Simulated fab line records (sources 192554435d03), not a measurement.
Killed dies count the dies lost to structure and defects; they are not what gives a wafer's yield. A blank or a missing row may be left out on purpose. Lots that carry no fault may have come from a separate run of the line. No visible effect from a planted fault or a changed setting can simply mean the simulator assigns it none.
3 desks looking at one fault + flow n5-finfet + numbers are kept per desk, each desk with only its own; the story behind them comes last

## THE DEFECT DESK
Inspection counts along the route, by lot: the mean over sampled wafers that carry a number. A lot is out of limits, marked OUT, if its mean lies more than 4 standard deviations from the usual mean; the brackets give that distance.
Columns: A = raw-defect-count at N5_BEOL_M12_INSPECT_55, usual 70
| lot  | first seen here | A              |
|------|-----------------|----------------|
| L835 | day 12 12:10    | 82             |
| L849 | day 16 19:04    | 1637 (+75) OUT |
| L857 | day 18 06:36    | 86             |
This desk finds L849 out of limits, L849 being first, at day 16 19:04 (raw-defect-count at N5_BEOL_M12_INSPECT_55). L835, L857: within limits.

## FOR THE TOOL OWNER'S DESK: cmp-04
The tool's own readings at N5_BEOL_M12_CMP_49 (polishes, stops on SiOC, t overpolish 20.6 s, target thk 320 nm): means of the sampled wafers that have a number, for each lot that ran on this tool. A lot is out of limits, marked OUT, if its mean lies more than 4 standard deviations from the usual mean; the brackets give that distance.
Columns: A = barrier-field-endpoint-s at N5_BEOL_M12_CMP_49, usual 30.0 s; B = head-pressure-psi at N5_BEOL_M12_CMP_49, usual 0.9996 psi; C = motor-current-A at N5_BEOL_M12_CMP_49, usual 5.9 A; D = overpolish-run-s at N5_BEOL_M12_CMP_49, usual 20.599 s; E = platen-rpm at N5_BEOL_M12_CMP_49, usual 50.00 rpm; F = slurry-filter-dp-kPa at N5_BEOL_M12_CMP_49, usual 13.51 kPa
| lot  | first seen here | A              | B                        | C   | D                        | E     | F     |
|------|-----------------|----------------|--------------------------|-----|--------------------------|-------|-------|
| L835 | day 12 11:47    | 29.5           | 0.9978                   | 6.1 | 20.604                   | 50.00 | 13.35 |
| L849 | day 16 18:39    | 42.2 (+12) OUT | 0.7321 (-99 or more) OUT | 5.6 | 13.738 (-99 or more) OUT | 49.99 | 13.39 |
This desk finds L849 out of limits, L849 being first, at day 16 18:39 (barrier-field-endpoint-s at N5_BEOL_M12_CMP_49). L835: within limits.

## METROLOGY DESK
Lot by lot, what the gauges showed, no matter which tool ran the lot: averages of those sampled wafers that carry a number. A lot is out of limits, marked OUT, if its mean lies more than 4 standard deviations from the usual mean; the brackets give that distance. 7 of its 10 readings are shown, namely those furthest out on some lot.
Columns: A = DIBL_N at N5_BEOL_M4_RC_MEAS_101, usual 36.0 mV/V; B = DIBL_P at N5_BEOL_M4_RC_MEAS_101, usual 36.2 mV/V; C = IOFF_N at N5_BEOL_M4_RC_MEAS_101, usual 0.16 nA/um; D = IOFF_P at N5_BEOL_M4_RC_MEAS_101, usual 0.21 nA/um; E = SS_P at N5_BEOL_M4_RC_MEAS_101, usual 73.2 mV/dec; F = VT_N at N5_BEOL_M4_RC_MEAS_101, usual 250 mV; G = VT_P at N5_BEOL_M4_RC_MEAS_101, usual -251 mV
| lot  | first seen here | A    | B    | C    | D    | E    | F   | G    |
|------|-----------------|------|------|------|------|------|-----|------|
| L835 | day 9 13:10     | 36.0 | 36.8 | 0.16 | 0.20 | 73.4 | 247 | -252 |
| L849 | day 13 14:07    | 35.2 | 35.6 | 0.14 | 0.19 | 73.3 | 253 | -253 |
| L857 | day 15 02:02    | 31.9 | 32.2 | 0.11 | 0.14 | 72.1 | 255 | -256 |
This desk's verdict: no lot among the 3 shows anything out of limits.

## ALL TOGETHER
The tool owner's desk had the chance to raise an alarm at day 16 18:39 on L849.
The defect desk could have raised an alarm at day 16 19:04, on L849.
At the metrology desk, nothing out of limits was observed.
The metrology desk holds a record of L849, inside its limits.
The lots listed all ran N5_BEOL_M12_CMP_49 on cmp-04.

## WHAT THE SIMULATOR HAD INSERTED
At N5_BEOL_M12_CMP_49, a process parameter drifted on cmp-04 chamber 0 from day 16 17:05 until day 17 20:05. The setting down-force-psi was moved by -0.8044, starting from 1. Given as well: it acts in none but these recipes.
Struck lots among those shown: L849.
Hours from the fault's start to each desk's first reading out of limits: the tool owner's desk, 2; the defect desk, 2.
